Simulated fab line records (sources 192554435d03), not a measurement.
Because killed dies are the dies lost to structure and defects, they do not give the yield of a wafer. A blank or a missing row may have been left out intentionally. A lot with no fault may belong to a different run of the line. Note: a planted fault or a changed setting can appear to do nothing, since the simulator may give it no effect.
Which tool did it? | flow n5Finfet | 12 lots, 36 wafers sampled, at 2 steps of a route of 1938

## WHAT THE GAUGES SHOWED, per wafer
N5_BEOL_M8_OCD_MEAS_38.
lot  | measured     | on     | trenchDepthNm (nm)
L336 | day 9 14:11  | ocd-01 | 93.9 91.6 93.1
L337 | day 9 22:10  | ocd-02 | 92.1 92.0 93.9
L338 | day 10 08:32 | ocd-01 | 92.2 92.6 94.5
L339 | day 10 11:06 | ocd-02 | 95.2 91.7 94.8
L340 | day 10 13:57 | ocd-01 | 91.0 91.9 90.2
L343 | day 11 11:17 | ocd-02 | 92.0 92.1 93.6
L345 | day 11 21:52 | ocd-02 | 91.7 92.1 92.1
L352 | day 14 01:38 | ocd-02 | 91.9 90.9 92.7
L353 | day 14 04:50 | ocd-01 | 94.0 93.0 92.9
L358 | day 15 19:07 | ocd-01 | 91.7 92.8 94.3
L354 | day 15 22:52 | ocd-02 | 93.9 91.5 92.2
L359 | day 16 05:18 | ocd-01 | 93.0 93.8 93.2

N5_BEOL_M8_CD_MEAS_35 targets a cd of 40 nm.
lot  | measured     | on       | cdNm (nm)
L336 | day 9 14:21  | cdSem-01 | 39.7 39.2 40.2
L337 | day 9 22:19  | cdSem-01 | 40.3 39.7 39.9
L338 | day 10 08:42 | cdSem-01 | 39.8 39.3 40.8
L339 | day 10 11:16 | cdSem-03 | 39.9 39.8 40.0
L340 | day 10 14:07 | cdSem-03 | 40.6 40.1 40.0
L343 | day 11 11:26 | cdSem-02 | 38.8 39.7 38.8
L345 | day 11 22:01 | cdSem-03 | 40.0 38.9 39.8
L352 | day 14 01:47 | cdSem-01 | 38.1 40.1 39.4
L353 | day 14 04:59 | cdSem-02 | 39.4 40.3 39.9
L358 | day 15 19:16 | cdSem-03 | 39.9 40.3 39.9
L354 | day 15 23:07 | cdSem-02 | 40.1 39.8 40.2
L359 | day 16 05:27 | cdSem-02 | 39.8 39.9 40.2

## TOOL THAT RAN EACH LOT (tool first, then ch and the chambers of the sampled wafers, then the start)
No process step before these readings appears in the record.

## AS READ BY THE TOOLS THEMSELVES (means over the sampled wafers that have a number; for cases with no such wafer, the mark the record gives instead)
The record holds no such reading with a usual standard deviation.

## THE ANSWER, worked out from the rows above alone
Rule: what is usual is taken from the lots themselves. Put in order of their means at a reading, lots are off if they are a third of the lots or fewer, leave a main group of 4 or more, and stand apart from it by a gap of 3 or more times the standard deviation of the main group's means; of several such gaps the widest counts. If all means in a main group match to the digits the tables above print for the reading, that group is not used. Also off: a lot with no number at a reading for which 4 or more lots have one. Any other lot the step has rows for is counted as sound. After the gauges, taken in route order, come the tools' own readings; for these a lot's mean is taken, as printed above. The first step at which some lot is off is used, and at that step the reading that is off furthest; a lot without a number counts as furthest.
No lot is off on any of the readings shown, so nothing can be concluded from this.

## WHAT THE SIMULATOR HAD PUT IN
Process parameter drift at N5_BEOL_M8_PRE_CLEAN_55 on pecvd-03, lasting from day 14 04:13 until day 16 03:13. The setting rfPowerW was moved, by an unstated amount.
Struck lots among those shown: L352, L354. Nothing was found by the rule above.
